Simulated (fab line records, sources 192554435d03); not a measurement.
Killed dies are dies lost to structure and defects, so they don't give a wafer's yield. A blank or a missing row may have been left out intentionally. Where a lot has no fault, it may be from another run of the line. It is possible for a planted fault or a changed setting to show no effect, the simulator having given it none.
Which tool did it? ; flow n5_finfet ; 24 lots, 72 wafers sampled, at 6 steps of a route of 1938

WHAT THE GAUGES READ, wafer by wafer
Not one reading of a measure or inspect step in the record can be checked against a usual standard deviation.

EACH LOT AND THE TOOL THAT RAN IT (in order: tool; ch and the chambers of the sampled wafers; start)
lot;N5_BEOL_M0_SAQP_HM_DEP_111;N5_BEOL_M0_SAQP_SPACER1_ALD_98;N5_BEOL_M0_ALD_136;N5_BEOL_M0_ANNEAL_119;N5_BEOL_M0_PRE_CLEAN_131;N5_BEOL_M1_HM_DEP_02
L074;pecvd-03 ch 1,2, day 5 13:25;ald_sin-02 ch 0,2, day 5 14:52;ald_metal-01 ch 0,3, day 5 22:56;rtp_anneal-02 ch 0, day 5 23:55;cvd_co-01 ch 0,2, day 6 00:56;pvd_sputter-03, day 6 01:59
L075;pecvd-02 ch 0,2, day 5 22:23;ald_sin-03 ch 2,3, day 6 00:02;ald_metal-03 ch 0,1,3, day 6 06:01;rtp_anneal-02 ch 0, day 6 07:22;cvd_co-02 ch 2, day 6 08:00;pvd_sputter-01, day 6 12:10
L076;pecvd-03 ch 1,2, day 5 23:35;ald_sin-03 ch 0,3, day 6 01:01;ald_metal-03 ch 0,1,2, day 6 11:14;rtp_anneal-01 ch 0, day 6 13:05;cvd_co-01 ch 0,1,2, day 6 13:43;pvd_sputter-01, day 6 16:26
L077;pecvd-02 ch 0,1,2, day 6 22:26;ald_sin-03 ch 2,3, day 7 01:01;ald_metal-04 ch 0,2,3, day 7 08:59;rtp_anneal-02 ch 0, day 7 10:29;cvd_co-02 ch 0,1,2, day 7 11:05;pvd_sputter-01, day 7 11:41
L078;pecvd-03 ch 0,1, day 6 22:34;ald_sin-02 ch 0,1,2, day 7 01:16;ald_metal-04 ch 0,3, day 7 10:10;rtp_anneal-02 ch 0, day 7 11:29;cvd_co-01 ch 0,1, day 7 12:40;pvd_sputter-03, day 7 14:05
L079;pecvd-03 ch 0,1,2, day 6 22:52;ald_sin-03 ch 0,2, day 7 01:28;ald_metal-03 ch 1,2,3, day 7 09:45;rtp_anneal-01 ch 0, day 7 11:19;cvd_co-01 ch 1, day 7 12:26;pvd_sputter-03, day 7 13:56
L080;pecvd-01 ch 0,1,2, day 7 01:47;ald_sin-03 ch 0,1,2, day 7 03:46;ald_metal-04 ch 0,1,2, day 7 11:05;rtp_anneal-02 ch 0, day 7 12:14;cvd_co-02 ch 0,1, day 7 13:07;pvd_sputter-01, day 7 14:09
L081;pecvd-02 ch 0,1,2, day 7 08:18;ald_sin-03 ch 2,3, day 7 11:11;ald_metal-01 ch 2,3, day 7 18:20;rtp_anneal-02 ch 0, day 7 19:33;cvd_co-02 ch 0,1, day 7 20:07;pvd_sputter-02, day 7 22:14
L082;pecvd-02 ch 0,2, day 7 10:37;ald_sin-03 ch 1,2, day 7 12:03;ald_metal-04 ch 0,2, day 7 18:20;rtp_anneal-02 ch 0, day 7 19:44;cvd_co-02 ch 0,1, day 7 20:22;pvd_sputter-02, day 7 22:20
L083;pecvd-01 ch 0,1,2, day 7 17:55;ald_sin-04 ch 0,1,2, day 7 19:32;ald_metal-01 ch 0,1,3, day 8 03:37;rtp_anneal-02 ch 0, day 8 06:01;cvd_co-02 ch 0,1,2, day 8 06:36;pvd_sputter-03, day 8 07:17
L084;pecvd-01 ch 0,2, day 7 23:22;ald_sin-03 ch 1,2,3, day 8 00:49;ald_metal-03 ch 0,1,3, day 8 07:01;rtp_anneal-01 ch 0, day 8 08:07;cvd_co-02 ch 0,1,2, day 8 08:44;pvd_sputter-03, day 8 11:07
L085;pecvd-02 ch 0,1,2, day 8 07:02;ald_sin-04 ch 0,2,3, day 8 08:28;ald_metal-04 ch 0,2,3, day 8 18:40;rtp_anneal-02 ch 0, day 8 20:05;cvd_co-02 ch 0,1,2, day 8 20:43;pvd_sputter-01, day 8 21:34
L086;pecvd-01 ch 0,1, day 8 11:44;ald_sin-04 ch 1,2,3, day 8 14:31;ald_metal-04 ch 0,2,3, day 8 20:45;rtp_anneal-02 ch 0, day 8 21:51;cvd_co-02 ch 0,2, day 8 22:29;pvd_sputter-03, day 8 23:36
L087;pecvd-03 ch 0,2, day 8 21:03;ald_sin-03 ch 0,2,3, day 8 23:26;ald_metal-01 ch 1,2,3, day 9 06:24;rtp_anneal-02 ch 0, day 9 07:28;cvd_co-02 ch 1,2, day 9 08:22;pvd_sputter-02, day 9 11:14
L088;pecvd-03 ch 0,1,2, day 9 00:26;ald_sin-02 ch 0,2,3, day 9 02:27;ald_metal-04 ch 2,3, day 9 11:54;rtp_anneal-02 ch 0, day 9 13:42;cvd_co-01 ch 0,2, day 9 14:34;pvd_sputter-03, day 9 16:51
L089;pecvd-02 ch 0,1,2, day 9 06:29;ald_sin-02 ch 0,2,3, day 9 07:55;ald_metal-04 ch 1,2, day 9 14:18;rtp_anneal-01 ch 0, day 9 17:10;cvd_co-01 ch 0,1, day 9 17:46;pvd_sputter-02, day 9 18:48
L090;pecvd-03 ch 0,1,2, day 9 11:30;ald_sin-03 ch 0,2,3, day 9 12:50;ald_metal-04 ch 2,3, day 9 19:20;rtp_anneal-01 ch 0, day 10 00:23;cvd_co-02 ch 0,1, day 10 02:04;pvd_sputter-02, day 10 03:11
L091;pecvd-02 ch 0,1,2, day 9 14:30;ald_sin-03 ch 0,1,2, day 9 17:05;ald_metal-01 ch 0,1,2, day 10 00:45;rtp_anneal-02 ch 0, day 10 02:53;cvd_co-01 ch 0,2, day 10 03:31;pvd_sputter-03, day 10 04:56
L092;pecvd-01 ch 0,2, day 10 01:07;ald_sin-04 ch 0,1,3, day 10 02:25;ald_metal-01 ch 1,2,3, day 10 11:14;rtp_anneal-02 ch 0, day 10 12:20;cvd_co-02 ch 0,1,2, day 10 12:58;pvd_sputter-02, day 10 14:58
L093;pecvd-03 ch 1,2, day 10 05:08;ald_sin-04 ch 0,1, day 10 08:22;ald_metal-04 ch 0,1, day 10 16:55;rtp_anneal-02 ch 0, day 10 19:28;cvd_co-02 ch 0,1,2, day 10 20:04;pvd_sputter-03, day 10 22:09
L094;pecvd-03 ch 1,2, day 10 15:35;ald_sin-04 ch 2,3, day 10 17:02;ald_metal-03 ch 0,2, day 10 23:41;rtp_anneal-01 ch 0, day 11 01:13;cvd_co-01 ch 1,2, day 11 01:46;pvd_sputter-02, day 11 03:21
L095;pecvd-02 ch 0,1,2, day 10 17:13;ald_sin-04 ch 0,1,2, day 10 19:28;ald_metal-04 ch 0,2, day 11 01:49;rtp_anneal-02 ch 0, day 11 03:13;cvd_co-02 ch 0,1,2, day 11 03:51;pvd_sputter-01, day 11 06:26
L096;pecvd-02 ch 0,1, day 10 23:25;ald_sin-02 ch 0,1,3, day 11 00:43;ald_metal-03 ch 0,2,3, day 11 07:18;rtp_anneal-02 ch 0, day 11 08:17;cvd_co-01 ch 0,1,2, day 11 08:54;pvd_sputter-03, day 11 10:47
L097;pecvd-02 ch 1,2, day 11 04:03;ald_sin-04 ch 0,2,3, day 11 05:28;ald_metal-04 ch 1,3, day 11 12:27;rtp_anneal-02 ch 0, day 11 14:34;cvd_co-02 ch 1,2, day 11 15:13;pvd_sputter-02, day 11 17:56
- N5_BEOL_M0_SAQP_HM_DEP_111: deposits SiO2 from SiH4/N2O, target thk 12 nm, time 7.2 s.
- N5_BEOL_M0_SAQP_SPACER1_ALD_98: deposits SiO2, target thk 12.8 nm, pulse time 1 s, purge time 2 s.
- N5_BEOL_M0_ALD_136: deposits TaN, pulse time 2 s, purge time 3 s, co reactant purge time 2 s.
- N5_BEOL_M0_ANNEAL_119: time 90 s.
- N5_BEOL_M0_PRE_CLEAN_131: time 15 s.
- N5_BEOL_M1_HM_DEP_02: deposits TiN, target thk 20 nm.

AS READ BY THE TOOLS THEMSELVES (means over the sampled wafers that have a number; for cases with no such wafer, the mark the record gives instead)
N5_BEOL_M0_SAQP_HM_DEP_111. Usual: heater_power_w 766 W, standard deviation 86; showerhead_plenum_p_Torr 8.19 Torr, standard deviation 0.1; showerhead_vpp_V 1035 V, standard deviation 37.
lot;tool;heater_power_w (W);showerhead_plenum_p_Torr (Torr);showerhead_vpp_V (V);flag
L074;pecvd-03;759;8.20;1060;
L075;pecvd-02;849;8.19;1054;
L076;pecvd-03;694;8.19;1052;
L077;pecvd-02;780;8.18;1026;
L078;pecvd-03;790;8.20;1038;
L079;pecvd-03;784;8.20;1050;
L080;pecvd-01;768;8.18;1021;
L081;pecvd-02;785;8.17;1038;
L082;pecvd-02;732;8.20;1033;
L083;pecvd-01;760;8.21;1016;
L084;pecvd-01;733;8.20;1020;
L085;pecvd-02;801;8.19;1030;
L086;pecvd-01;801;8.11;995;
L087;pecvd-03;643;8.11;1028;
L088;pecvd-03;735;8.20;1053;
L089;pecvd-02;808;8.19;1029;
L090;pecvd-03;728;8.21;1053;
L091;pecvd-02;784;8.18;1023;
L092;pecvd-01;698;8.12;1001;
L093;pecvd-03;644;8.19;1068;
L094;pecvd-03;759;8.19;1054;
L095;pecvd-02;811;8.17;1036;
L096;pecvd-02;769;8.15;1036;
L097;pecvd-02;750;8.17;1001;

N5_BEOL_M0_SAQP_SPACER1_ALD_98. Usual: heater_power_w 452 W, standard deviation 55; precursor_pulse_height_rel 1.002, standard deviation 0.02.
lot;tool;heater_power_w (W);precursor_pulse_height_rel;flag
L074;ald_sin-02;483;1.017;
L075;ald_sin-03;465;0.979;
L076;ald_sin-03;475;1.025;
L077;ald_sin-03;422;1.013;
L078;ald_sin-02;484;0.991;
L079;ald_sin-03;415;0.989;
L080;ald_sin-03;468;0.986;
L081;ald_sin-03;463;0.990;
L082;ald_sin-03;505;0.998;
L083;ald_sin-04;409;1.017;
L084;ald_sin-03;490;0.994;
L085;ald_sin-04;415;0.978;
L086;ald_sin-04;432;1.012;
L087;ald_sin-03;432;0.989;
L088;ald_sin-02;445;0.996;
L089;ald_sin-02;446;0.990;
L090;ald_sin-03;440;0.989;
L091;ald_sin-03;461;0.999;
L092;ald_sin-04;443;1.005;
L093;ald_sin-04;439;1.022;
L094;ald_sin-04;396;1.012;
L095;ald_sin-04;415;0.998;
L096;ald_sin-02;442;0.993;
L097;ald_sin-04;417;0.999;

N5_BEOL_M0_ALD_136. Usual: heater_power_w 406 W, standard deviation 35.
lot;tool;heater_power_w (W);flag
L074;ald_metal-01;378;
L075;ald_metal-03;430;
L076;ald_metal-03;453;
L077;ald_metal-04;391;
L078;ald_metal-04;391;
L079;ald_metal-03;444;
L080;ald_metal-04;395;
L081;ald_metal-01;352;
L082;ald_metal-04;386;
L083;ald_metal-01;422;
L084;ald_metal-03;432;
L085;ald_metal-04;384;
L086;ald_metal-04;388;
L087;ald_metal-01;385;
L088;ald_metal-04;380;
L089;ald_metal-04;383;
L090;ald_metal-04;378;
L091;ald_metal-01;418;
L092;ald_metal-01;384;
L093;ald_metal-04;400;
L094;ald_metal-03;456;
L095;ald_metal-04;378;
L096;ald_metal-03;442;
L097;ald_metal-04;398;

N5_BEOL_M0_ANNEAL_119. Usual: wafer_temp_C_max 225.87, standard deviation 0.22.
lot;tool;wafer_temp_C_max;flag
L074;rtp_anneal-02;226.02;
L075;rtp_anneal-02;225.99;
L076;rtp_anneal-01;225.77;
L077;rtp_anneal-02;225.66;
L078;rtp_anneal-02;226.04;
L079;rtp_anneal-01;225.66;
L080;rtp_anneal-02;226.08;
L081;rtp_anneal-02;225.93;
L082;rtp_anneal-02;225.75;
L083;rtp_anneal-02;225.94;
L084;rtp_anneal-01;225.90;
L085;rtp_anneal-02;225.80;
L086;rtp_anneal-02;225.60;
L087;rtp_anneal-02;226.03;
L088;rtp_anneal-02;226.08;
L089;rtp_anneal-01;225.77;
L090;rtp_anneal-01;225.66;
L091;rtp_anneal-02;225.88;
L092;rtp_anneal-02;226.00;
L093;rtp_anneal-02;225.73;
L094;rtp_anneal-01;225.75;
L095;rtp_anneal-02;226.08;
L096;rtp_anneal-02;225.83;
L097;rtp_anneal-02;225.95;

N5_BEOL_M0_PRE_CLEAN_131. Usual: heater_power_w 82 W, standard deviation 7.5.
lot;tool;heater_power_w (W);flag
L074;cvd_co-01;76;
L075;cvd_co-02;89;
L076;cvd_co-01;80;
L077;cvd_co-02;83;
L078;cvd_co-01;86;
L079;cvd_co-01;75;
L080;cvd_co-02;78;
L081;cvd_co-02;77;
L082;cvd_co-02;80;
L083;cvd_co-02;83;
L084;cvd_co-02;82;
L085;cvd_co-02;83;
L086;cvd_co-02;87;
L087;cvd_co-02;78;
L088;cvd_co-01;77;
L089;cvd_co-01;81;
L090;cvd_co-02;81;
L091;cvd_co-01;78;
L092;cvd_co-02;83;
L093;cvd_co-02;84;
L094;cvd_co-01;74;
L095;cvd_co-02;84;
L096;cvd_co-01;80;
L097;cvd_co-02;85;

N5_BEOL_M1_HM_DEP_02. Usual: throttle_valve_pct 30.1 %, standard deviation 1.1.
lot;tool;throttle_valve_pct (%);flag
L074;pvd_sputter-03;28.7;
L075;pvd_sputter-01;31.4;
L076;pvd_sputter-01;30.5;
L077;pvd_sputter-01;30.4;
L078;pvd_sputter-03;30.9;
L079;pvd_sputter-03;30.2;
L080;pvd_sputter-01;31.2;
L081;pvd_sputter-02;30.4;
L082;pvd_sputter-02;30.7;
L083;pvd_sputter-03;29.8;
L084;pvd_sputter-03;30.4;
L085;pvd_sputter-01;30.4;
L086;pvd_sputter-03;29.9;
L087;pvd_sputter-02;30.6;
L088;pvd_sputter-03;29.8;
L089;pvd_sputter-02;30.3;
L090;pvd_sputter-02;29.7;
L091;pvd_sputter-03;30.0;
L092;pvd_sputter-02;30.2;
L093;pvd_sputter-03;29.0;
L094;pvd_sputter-02;30.6;
L095;pvd_sputter-01;30.8;
L096;pvd_sputter-03;30.2;
L097;pvd_sputter-02;30.2;

THE ANSWER, worked out from the rows above alone
Rule: a lot counts as off when the mean over its wafers that have a number is more than 3 standard deviations away from the usual mean. A lot without any number at a reading at which 4 lots or more have one is off too. All remaining lots with rows at the step are treated as sound. The gauges are gone through in route order, then the tools' own readings, and for those a lot's mean is taken as printed above. At the first step where some lot is off, the reading lying furthest off is the one used; lots without a number count as furthest.
None of the lots is off at any reading shown; this tells nothing.

WHAT THE SIMULATOR PUT IN
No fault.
